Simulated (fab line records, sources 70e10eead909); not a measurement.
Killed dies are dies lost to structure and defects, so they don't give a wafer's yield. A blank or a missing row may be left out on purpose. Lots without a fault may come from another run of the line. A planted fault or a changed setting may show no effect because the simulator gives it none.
Problem report in the 8D (eight disciplines) form, filled by code | flow nand_harc | the parts of the form that need people (team, actions taken, sign-off) are left out

1. THE PROBLEM
thk_nm at NHARC_A_ONON_D2_THK_MEAS_02 reads a mean of 297 nm on 3 wafers of 3 lots; wafers without a fault read 1000 nm with a standard deviation of 9.4. That is -75 standard deviations from the usual mean.
The step: measures by ellipsometry.
First seen on wafer L706.4, day 18 00:21, on film_metro-02. The record holds 44 wafers of 15 lots with a number at this step. Rule for "out", or "out of limits": more than 4 standard deviations from the usual mean. The other wafers with a number count as sound.

2. WHAT IT IS AND WHAT IT IS NOT
question                    | is                           | is not
which readings at this step | thk_nm                       | -
which lots                  | L706, L708, L710             | L693, L695, L696, L697, L699, L702, L703, L704, L705, L707, L714, L716
which wafers of those lots  | L706.4, L708.5, L710.5       | L706.2, L706.6, L708.2, L708.3, L710.2
read on which gauges        | film_metro-01, film_metro-02 | -
when                        | from day 18 00:21            | up to then (29 sound wafers); but 12 sound wafers of L707, L708, L710, L714, L716 came after

3. SUSPECTS, AND WHAT RULES EACH OUT
Counting: a tool at a process step up to the reading stays a suspect if it ran every lot that is out. Sound lots after the first of them don't rule it out here, since some wafers of a struck lot are sound.
- the gauge at NHARC_A_ONON_D2_THK_MEAS_02: ruled out. The wafers that are out were read on 2 gauges (film_metro-01, film_metro-02).
- pecvd_onon-04 at NHARC_A_ONON_D2_DEP_00 (target thk 1000 nm): kept. It ran every lot that is out, first L706 (day 17 23:53); its last sound lot up to then is L704 (day 17 03:28).
Left after counting: pecvd_onon-04 at NHARC_A_ONON_D2_DEP_00.

4. THE CAUSE (what the simulator had put in)
Process parameter drift: pecvd_onon-04, from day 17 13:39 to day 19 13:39, at NHARC_A_ONON_D2_DEP_00. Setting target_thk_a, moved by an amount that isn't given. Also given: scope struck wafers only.
Counting left only this tool.

5. THE CHAIN OF EFFECTS, in route order
Each row: a reading whose mean over the struck wafers that have a number lies more than 3 standard deviations from the usual. Only readings for which the record gives a usual standard deviation are gone through. hours: the time from each lot's start at the first step in this table that gives one to its start at this step, as a median over the lots. sigmas: the change in usual standard deviations.
hours | step                        | reading         | usual   | on struck wafers | change | sigmas
0     | NHARC_A_ONON_D2_THK_MEAS_02 | thk_nm          | 1000 nm | 297              | -703   | -75
286   | NHARC_END_SORT_01           | killed_at_array | 60      | 671              | +611   | +29
286   | NHARC_END_SORT_01           | killed_dies     | 65      | 677              | +612   | +31

6. WHAT WOULD HAVE CAUGHT IT SOONER
In this record the first reading out of limits at a measuring or inspecting step was taken at day 18 00:21, 11 hours after the fault began at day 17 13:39.
Of the lots that are out (3), L708, L710 began NHARC_A_ONON_D2_DEP_00 on pecvd_onon-04 after day 18 00:21. A hold on the tool at that time would have spared those 2.
